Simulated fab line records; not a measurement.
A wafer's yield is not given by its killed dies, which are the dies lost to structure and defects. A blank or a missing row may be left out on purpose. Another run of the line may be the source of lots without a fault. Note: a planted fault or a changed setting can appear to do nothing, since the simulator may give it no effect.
What tool caused it?    flow nand harc    72 wafers from 24 lots sampled at 6 of the route's 1159 steps

WHAT THE GAUGES SHOWED, per wafer
Not one reading of a measure or inspect step in the record can be checked against a usual standard deviation.

EACH LOT AND THE TOOL THAT RAN IT (in order: tool; ch and the chambers of the sampled wafers; start)
lot   NHARC_A_BLC_ALD_23                   NHARC_A_BLC_CVD_24                        NHARC_A_M0_ETCH_15                             NHARC_A_M0_PRE_CLEAN_31          NHARC_A_M1_ETCH_28                             NHARC_A_M1_DEP_33
L074  ald metal-02 ch 2,3, day 17 04:17    cvd w-01 ch 0,1, day 17 10:41 or earlier  rie diel-03 ch 1,2, day 17 10:41 or earlier    pecvd-03 ch 0,1,2, day 17 10:41  rie diel-12 ch 0,2,3, day 17 15:08 or earlier  pecvd-02 ch 1,2, day 17 15:08
L075  ald metal-03 ch 0,1,2, day 17 10:12  cvd w-01 ch 0,1, day 17 21:04 or earlier  rie diel-01 ch 0,1,3, day 17 21:04 or earlier  pecvd-02 ch 0,1,2, day 17 21:04  rie diel-12 ch 0,2,3, day 18 01:24 or earlier  pecvd-04 ch 0,1, day 18 01:24
L076  ald metal-02 ch 0,2,3, day 17 14:51  cvd w-01 ch 0,1, day 17 21:53 or earlier  rie diel-03 ch 1,2,3, day 17 21:53 or earlier  pecvd-03 ch 0,1, day 17 21:53    rie diel-10 ch 1,2,3, day 18 02:18 or earlier  pecvd-04 ch 0,1, day 18 02:18
L079  ald metal-02 ch 0,1,2, day 18 00:10  cvd w-02 ch 0,1, day 18 02:40 or earlier  rie diel-11 ch 0,1, day 18 02:40               pecvd-02 ch 0,2, day 18 05:13    rie diel-10 ch 0,2,3, day 18 09:25 or earlier  pecvd-04 ch 1,2, day 18 09:25
L077  ald metal-03 ch 0,1, day 18 02:22    cvd w-01 ch 0,1, day 18 07:22 or earlier  rie diel-01 ch 0,2, day 18 07:22 or earlier    pecvd-03 ch 0,1, day 18 07:22    rie diel-05 ch 0,1, day 18 11:31 or earlier    pecvd-03 ch 0,2, day 18 11:31
L078  ald metal-03 ch 0,2,3, day 18 15:04  cvd w-02 ch 0,1, day 19 00:16 or earlier  rie diel-01 ch 0,1,3, day 19 00:16 or earlier  pecvd-03 ch 0,1,2, day 19 00:16  rie diel-05 ch 0,2,3, day 19 04:31 or earlier  pecvd-03 ch 1,2, day 19 04:31
L082  ald metal-02 ch 1,2,3, day 18 23:46  cvd w-02 ch 0,1, day 19 04:38 or earlier  rie diel-03 ch 1,2,3, day 19 04:38 or earlier  pecvd-02 ch 0,1,2, day 19 04:38  rie diel-05 ch 0,3, day 19 08:56 or earlier    pecvd-02 ch 1,2, day 19 08:56
L080  ald metal-03 ch 0,1,3, day 19 00:31  cvd w-01 ch 0,1, day 19 07:51 or earlier  rie diel-01 ch 1,2,3, day 19 07:51 or earlier  pecvd-02 ch 1,2, day 19 07:51    rie diel-05 ch 0,1,2, day 19 12:20 or earlier  pecvd-03 ch 1,2, day 19 12:20
L081  ald metal-03 ch 0,2,3, day 19 15:31  cvd w-02 ch 0,1, day 19 20:14 or earlier  rie diel-01 ch 0,1,2, day 19 20:14 or earlier  pecvd-04 ch 0,1,2, day 19 20:14  rie diel-12 ch 1,3, day 20 00:26 or earlier    pecvd-03 ch 0,1,2, day 20 00:26
L084  ald metal-01 ch 0,2, day 19 15:56    cvd w-02 ch 0,1, day 19 20:45 or earlier  rie diel-01 ch 1,2,3, day 19 20:45 or earlier  pecvd-02 ch 1,2, day 19 20:45    rie diel-12 ch 2,3, day 20 01:08 or earlier    pecvd-04 ch 0,1, day 20 01:08
L083  ald metal-02 ch 1,2, day 19 16:19    cvd w-02 ch 0,1, day 19 21:24 or earlier  rie diel-11 ch 1,2,3, day 19 21:24 or earlier  pecvd-02 ch 1,2, day 19 21:24    rie diel-05 ch 0,3, day 20 02:51 or earlier    pecvd-04 ch 1,2, day 20 02:51
L087  ald metal-03 ch 1,2, day 20 04:08    cvd w-02 ch 0,1, day 20 09:00 or earlier  rie diel-03 ch 0,2, day 20 09:00 or earlier    pecvd-03 ch 1,2, day 20 09:00    rie diel-12 ch 0,1, day 20 13:13 or earlier    pecvd-04 ch 1,2, day 20 13:13
L086  ald metal-03 ch 2,3, day 20 05:09    cvd w-02 ch 0,1, day 20 09:59 or earlier  rie diel-03 ch 0,1,2, day 20 09:59 or earlier  pecvd-02 ch 0,1,2, day 20 09:59  rie diel-05 ch 0,2,3, day 20 14:06 or earlier  pecvd-03 ch 1,2, day 20 14:06
L085  ald metal-03 ch 2,3, day 20 21:56    cvd w-02 ch 0,1, day 21 15:08 or earlier  rie diel-03 ch 0,1,3, day 21 15:08 or earlier  pecvd-04 ch 0,1,2, day 21 15:08  rie diel-05 ch 0,3, day 21 19:22 or earlier    pecvd-02 ch 0,2, day 21 19:22
L088  ald metal-02 ch 0,2,3, day 20 23:07  cvd w-02 ch 0,1, day 21 15:44 or earlier  rie diel-03 ch 1,2, day 21 15:44 or earlier    pecvd-04 ch 0,1, day 21 15:44    rie diel-10 ch 0,2,3, day 21 19:58 or earlier  pecvd-02 ch 0,1, day 21 19:58
L089  ald metal-03 ch 0,2,3, day 21 00:52  cvd w-02 ch 0,1, day 21 16:38 or earlier  rie diel-03 ch 0,1, day 21 16:38 or earlier    pecvd-04 ch 0,2, day 21 16:38    rie diel-12 ch 1,2,3, day 21 20:58 or earlier  pecvd-03 ch 0,2, day 21 20:58
L091  ald metal-03 ch 2,3, day 21 15:26    cvd w-01 ch 0, day 22 00:02 or earlier    rie diel-01 ch 0,3, day 22 00:02 or earlier    pecvd-02 ch 0,2, day 22 00:02    rie diel-12 ch 0,2, day 22 04:29 or earlier    pecvd-04 ch 1,2, day 22 04:29
L090  ald metal-02 ch 0,1,3, day 21 17:23  cvd w-01 ch 0,1, day 22 00:28 or earlier  rie diel-01 ch 1,2,3, day 22 00:28 or earlier  pecvd-02 ch 0,1,2, day 22 00:28  rie diel-05 ch 1,3, day 22 04:46 or earlier    pecvd-04 ch 1,2, day 22 04:46
L092  ald metal-01 ch 1,3, day 21 17:31    cvd w-01 ch 0, day 22 01:14 or earlier    rie diel-11 ch 1,2,3, day 22 01:14 or earlier  pecvd-04 ch 0,1, day 22 01:14    rie diel-05 ch 0,3, day 22 05:31 or earlier    pecvd-02 ch 0,1, day 22 05:31
L095  ald metal-01 ch 0,1,2, day 22 09:50  cvd w-02 ch 0, day 22 15:31 or earlier    rie diel-11 ch 2,3, day 22 15:31 or earlier    pecvd-04 ch 0,1,2, day 22 15:31  rie diel-10 ch 0,3, day 22 19:58 or earlier    pecvd-04 ch 0,2, day 22 19:58
L094  ald metal-03 ch 2,3, day 22 13:24    cvd w-02 ch 0,1, day 22 18:54 or earlier  rie diel-03 ch 1,2, day 22 18:54 or earlier    pecvd-03 ch 0,1, day 22 18:54    rie diel-12 ch 0,1,3, day 22 23:08 or earlier  pecvd-03 ch 0,2, day 22 23:08
L093  ald metal-02 ch 2,3, day 22 18:09    cvd w-02 ch 0,1, day 23 02:25 or earlier  rie diel-03 ch 0,1,2, day 23 02:25 or earlier  pecvd-04 ch 0,1, day 23 02:25    rie diel-05 ch 0,2,3, day 23 06:54 or earlier  pecvd-02 ch 0,1,2, day 23 06:54
L096  ald metal-01 ch 0,2, day 23 01:00    cvd w-02 ch 0,1, day 23 10:07 or earlier  rie diel-11 ch 1,2, day 23 10:07 or earlier    pecvd-02 ch 1,2, day 23 10:07    rie diel-05 ch 1,3, day 23 14:22 or earlier    pecvd-03 ch 1,2, day 23 14:22
L097  ald metal-03 ch 0,1,2, day 23 01:15  cvd w-02 ch 0,1, day 23 10:41 or earlier  rie diel-03 ch 0,3, day 23 10:41 or earlier    pecvd-03 ch 1,2, day 23 10:41    rie diel-05 ch 0,2,3, day 23 15:11 or earlier  pecvd-04 ch 0,2, day 23 15:11
- NHARC_A_BLC_ALD_23: deposits TiN, target thk 3 nm, pulse time 1 s, ald cycles 150.
- NHARC_A_BLC_CVD_24: deposits W, target thk 150 nm, time 434 s.
- NHARC_A_M0_ETCH_15: etches the open film in C4F8/Ar, target depth 150 nm, overetch 15 nm, time 82.5 s.
- NHARC_A_M0_PRE_CLEAN_31: time 12 s.
- NHARC_A_M1_ETCH_28: etches the open film in CF4/N2, target depth 30 nm, time 72.99 s.
- NHARC_A_M1_DEP_33: deposits SiCN, target thk 30 nm.

WHAT THE TOOLS THEMSELVES READ (means of the sampled wafers that have a number; where no wafer has one, the mark that the record gives instead)
NHARC_A_BLC_ALD_23.
lot   tool          heater power w (W)  precursor pulse height rel
L074  ald metal-02  986                 1.009
L075  ald metal-03  1086                0.995
L076  ald metal-02  981                 1.004
L079  ald metal-02  987                 0.999
L077  ald metal-03  1124                1.009
L078  ald metal-03  1021                0.989
L082  ald metal-02  1019                1.009
L080  ald metal-03  1054                1.004
L081  ald metal-03  1022                0.986
L084  ald metal-01  1241                1.037
L083  ald metal-02  998                 1.011
L087  ald metal-03  1084                0.986
L086  ald metal-03  1027                1.017
L085  ald metal-03  1021                0.999
L088  ald metal-02  996                 0.978
L089  ald metal-03  1023                0.998
L091  ald metal-03  1013                1.005
L090  ald metal-02  1012                0.974
L092  ald metal-01  1113                0.992
L095  ald metal-01  1222                1.008
L094  ald metal-03  1036                0.995
L093  ald metal-02  1023                1.026
L096  ald metal-01  1231                1.029
L097  ald metal-03  1084                0.988

NHARC_A_BLC_CVD_24.
lot   tool      heater power w (W)  mfc wf6 sccm (sccm)  throttle valve pct (%)
L074  cvd w-01  483                 40.04                7.82
L075  cvd w-01  476                 40.02                7.80
L076  cvd w-01  463                 39.97                7.90
L079  cvd w-02  510                 39.96                7.78
L077  cvd w-01  469                 40.05                7.78
L078  cvd w-02  510                 40.01                7.90
L082  cvd w-02  463                 39.95                7.70
L080  cvd w-01  461                 40.01                7.82
L081  cvd w-02  464                 40.00                7.90
L084  cvd w-02  510                 40.05                7.82
L083  cvd w-02  506                 39.93                7.87
L087  cvd w-02  521                 40.14                8.03
L086  cvd w-02  515                 40.04                8.02
L085  cvd w-02  466                 40.05                7.72
L088  cvd w-02  470                 40.16                7.95
L089  cvd w-02  465                 39.94                7.90
L091  cvd w-01  513                 40.08                7.83
L090  cvd w-01  473                 40.03                7.67
L092  cvd w-01  508                 40.11                7.89
L095  cvd w-02  418                 39.89                7.71
L094  cvd w-02  511                 39.94                7.81
L093  cvd w-02  514                 39.90                7.99
L096  cvd w-02  468                 40.00                7.87
L097  cvd w-02  467                 39.97                7.83

NHARC_A_M0_ETCH_15.
lot   tool         chamber pressure mTorr (mTorr)  oes product au (a.u.)  rf vpp V (V)
L074  rie diel-03  25.013                          0.939                  441.1
L075  rie diel-01  24.976                          0.914                  442.1
L076  rie diel-03  25.021                          0.976                  438.6
L079  rie diel-11  24.990                          0.949                  444.1
L077  rie diel-01  25.005                          0.909                  442.1
L078  rie diel-01  24.993                          0.913                  442.2
L082  rie diel-03  25.008                          0.973                  440.5
L080  rie diel-01  25.000                          0.920                  442.1
L081  rie diel-01  25.015                          0.910                  442.7
L084  rie diel-01  25.003                          0.946                  442.3
L083  rie diel-11  25.031                          0.925                  442.4
L087  rie diel-03  25.019                          0.972                  443.0
L086  rie diel-03  25.019                          0.978                  441.9
L085  rie diel-03  25.003                          0.971                  440.5
L088  rie diel-03  25.000                          0.974                  440.2
L089  rie diel-03  25.013                          0.947                  440.0
L091  rie diel-01  24.987                          0.970                  440.2
L090  rie diel-01  24.990                          0.965                  442.0
L092  rie diel-11  25.007                          0.924                  441.8
L095  rie diel-11  25.006                          0.912                  442.6
L094  rie diel-03  24.973                          0.933                  440.8
L093  rie diel-03  25.015                          0.974                  441.8
L096  rie diel-11  24.996                          0.964                  442.7
L097  rie diel-03  24.993                          0.948                  443.1

NHARC_A_M0_PRE_CLEAN_31.
lot   tool      heater power w (W)
L074  pecvd-03  578
L075  pecvd-02  586
L076  pecvd-03  622
L079  pecvd-02  577
L077  pecvd-03  632
L078  pecvd-03  570
L082  pecvd-02  590
L080  pecvd-02  593
L081  pecvd-04  630
L084  pecvd-02  658
L083  pecvd-02  567
L087  pecvd-03  522
L086  pecvd-02  589
L085  pecvd-04  622
L088  pecvd-04  596
L089  pecvd-04  598
L091  pecvd-02  593
L090  pecvd-02  551
L092  pecvd-04  571
L095  pecvd-04  635
L094  pecvd-03  671
L093  pecvd-04  568
L096  pecvd-02  570
L097  pecvd-03  621

NHARC_A_M1_ETCH_28.
lot   tool         chamber pressure mTorr (mTorr)  drypump motor current A (A)  oes product au (a.u.)  rf vpp V (V)  showerhead plenum p Torr (Torr)  throttle valve pct (%)
L074  rie diel-12  30.010                          5.3                          1.008                  316.1         2.73                             19.791
L075  rie diel-12  30.015                          5.3                          1.013                  315.8         2.73                             19.790
L076  rie diel-10  30.008                          5.3                          0.980                  314.1         2.62                             19.794
L079  rie diel-10  29.993                          5.4                          0.987                  314.8         2.61                             19.796
L077  rie diel-05  30.016                          5.9                          1.005                  316.6         2.75                             19.794
L078  rie diel-05  29.994                          5.5                          0.987                  314.6         2.65                             19.803
L082  rie diel-05  29.992                          5.6                          0.983                  314.6         2.67                             19.789
L080  rie diel-05  30.011                          5.8                          1.002                  315.7         2.70                             19.789
L081  rie diel-12  29.992                          5.9                          0.994                  316.3         2.75                             19.799
L084  rie diel-12  30.009                          5.2                          0.994                  314.8         2.70                             19.803
L083  rie diel-05  29.991                          5.6                          0.986                  315.0         2.67                             19.797
L087  rie diel-12  30.011                          5.9                          1.006                  317.2         2.78                             19.803
L086  rie diel-05  29.997                          5.5                          0.990                  314.9         2.65                             19.793
L085  rie diel-05  30.027                          5.6                          0.986                  314.6         2.70                             19.795
L088  rie diel-10  30.030                          5.4                          0.984                  314.6         2.61                             19.795
L089  rie diel-12  29.994                          5.6                          1.002                  315.9         2.73                             19.788
L091  rie diel-12  29.982                          5.2                          1.000                  316.3         2.73                             19.793
L090  rie diel-05  30.013                          6.0                          1.002                  314.9         2.69                             19.793
L092  rie diel-05  29.994                          5.6                          0.980                  314.8         2.70                             19.794
L095  rie diel-10  30.022                          5.3                          0.994                  316.0         2.71                             19.800
L094  rie diel-12  30.014                          5.6                          0.992                  316.7         2.76                             19.791
L093  rie diel-05  30.004                          5.5                          1.002                  314.8         2.64                             19.800
L096  rie diel-05  30.000                          6.0                          0.998                  315.1         2.69                             19.787
L097  rie diel-05  30.004                          5.5                          1.008                  314.6         2.64                             19.795

NHARC_A_M1_DEP_33.
lot   tool      heater power w (W)
L074  pecvd-02  613
L075  pecvd-04  527
L076  pecvd-04  462
L079  pecvd-04  564
L077  pecvd-03  505
L078  pecvd-03  507
L082  pecvd-02  601
L080  pecvd-03  540
L081  pecvd-03  555
L084  pecvd-04  484
L083  pecvd-04  651
L087  pecvd-04  569
L086  pecvd-03  504
L085  pecvd-02  503
L088  pecvd-02  546
L089  pecvd-03  478
L091  pecvd-04  548
L090  pecvd-04  619
L092  pecvd-02  598
L095  pecvd-04  560
L094  pecvd-03  500
L093  pecvd-02  538
L096  pecvd-03  534
L097  pecvd-04  578

THE ANSWER, worked out from the rows above alone
Rule: the usual values come from the lots themselves. Put in order of their means at a reading, lots are off if they are a third of the lots or fewer, leave a main group of 4 or more, and stand apart from it by a gap of 3 or more times the standard deviation of the main group's means; of several such gaps the widest counts. The tables above print the reading to a certain number of digits; a main group whose means all agree to those digits is not used. A lot without any number at a reading at which 4 lots or more have one is off too. Any other lot the step has rows for is counted as sound. First the gauges in route order, then the tools' own readings, where a lot's mean is used as printed above. At the first step where some lot is off, the reading lying furthest off is the one used; lots without a number count as furthest.
No lot is off on any of the readings shown, so nothing can be concluded from this.

WHAT THE SIMULATOR PUT IN
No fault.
